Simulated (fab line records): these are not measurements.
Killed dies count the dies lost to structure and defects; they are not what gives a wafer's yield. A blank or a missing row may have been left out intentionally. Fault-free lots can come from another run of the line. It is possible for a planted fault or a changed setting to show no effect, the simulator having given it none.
Chamber matching :: flow n5Finfet :: N5_GATE_CUT_ETCH_19 on rieDiel-02: 4 sister chambers
The step etches SiNx in CH3F/O2, target depth 53.7 nm, time 76.7 s. 8 wafers are shown with their chamber, then 10 later ones without.

## WAFERS PAIRED WITH THEIR CHAMBERS
wafer: L075.6
chamber: 0
showerheadPlenumPTorr (Torr): 1.90
drypumpMotorCurrentA (A): 6.8

wafer: L076.4
chamber: 0
showerheadPlenumPTorr (Torr): 1.90
drypumpMotorCurrentA (A): 6.8

wafer: L081.5
chamber: 2
showerheadPlenumPTorr (Torr): 1.87
drypumpMotorCurrentA (A): 6.6

wafer: L081.6
chamber: 3
showerheadPlenumPTorr (Torr): 1.91
drypumpMotorCurrentA (A): 6.2

wafer: L082.3
chamber: 3
showerheadPlenumPTorr (Torr): 1.91
drypumpMotorCurrentA (A): 6.2

wafer: L082.4
chamber: 1
showerheadPlenumPTorr (Torr): 2.09
drypumpMotorCurrentA (A): 5.5

wafer: L087.2
chamber: 1
showerheadPlenumPTorr (Torr): 2.09
drypumpMotorCurrentA (A): 5.6

wafer: L087.4
chamber: 2
showerheadPlenumPTorr (Torr): 1.86
drypumpMotorCurrentA (A): 6.7

## WAFERS MISSING THEIR CHAMBER
wafer: L087.6
showerheadPlenumPTorr (Torr): 1.91
drypumpMotorCurrentA (A): 6.2

wafer: L088.1
showerheadPlenumPTorr (Torr): 1.91
drypumpMotorCurrentA (A): 6.2

wafer: L088.3
showerheadPlenumPTorr (Torr): 2.14
drypumpMotorCurrentA (A): 6.7

wafer: L088.4
showerheadPlenumPTorr (Torr): 1.86
drypumpMotorCurrentA (A): 6.6

wafer: L089.1
showerheadPlenumPTorr (Torr): 2.09
drypumpMotorCurrentA (A): 5.6

wafer: L089.3
showerheadPlenumPTorr (Torr): 1.86
drypumpMotorCurrentA (A): 6.7

wafer: L089.6
showerheadPlenumPTorr (Torr): 1.91
drypumpMotorCurrentA (A): 6.2

wafer: L097.1
showerheadPlenumPTorr (Torr): 1.86
drypumpMotorCurrentA (A): 6.7

wafer: L097.3
showerheadPlenumPTorr (Torr): 1.90
drypumpMotorCurrentA (A): 6.2

wafer: L097.5
showerheadPlenumPTorr (Torr): 1.90
drypumpMotorCurrentA (A): 6.2

## WHICH CHAMBER EACH ONE RAN IN
wafer: L087.6
from the rows above: 3
in truth: 3

wafer: L088.1
from the rows above: 3
in truth: 3

wafer: L088.3
from the rows above: 1
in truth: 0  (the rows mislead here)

wafer: L088.4
from the rows above: 2
in truth: 2

wafer: L089.1
from the rows above: 1
in truth: 1

wafer: L089.3
from the rows above: 2
in truth: 2

wafer: L089.6
from the rows above: 3
in truth: 3

wafer: L097.1
from the rows above: 2
in truth: 2

wafer: L097.3
from the rows above: 3
in truth: 3

wafer: L097.5
from the rows above: 3
in truth: 3
Placed correctly: 9 of 10. From these rows, 0 cannot be placed. Number placed wrongly: 1.
How it was worked out, from the rows above alone: a wafer's distance from a chamber is the root of the sum, over the readings, of the square of ((its reading less the chamber's mean) divided by the reading's scatter). If the next closest chamber is less than 2 further off than the closest, the wafer can't be placed; otherwise it belongs to the closest. For every chamber, the mean is computed from those of its wafers that are shown. The scatter: take each reading less its chamber's mean, square it, sum over the shown wafers, divide by the number of wafers less the number of chambers, and take the root.
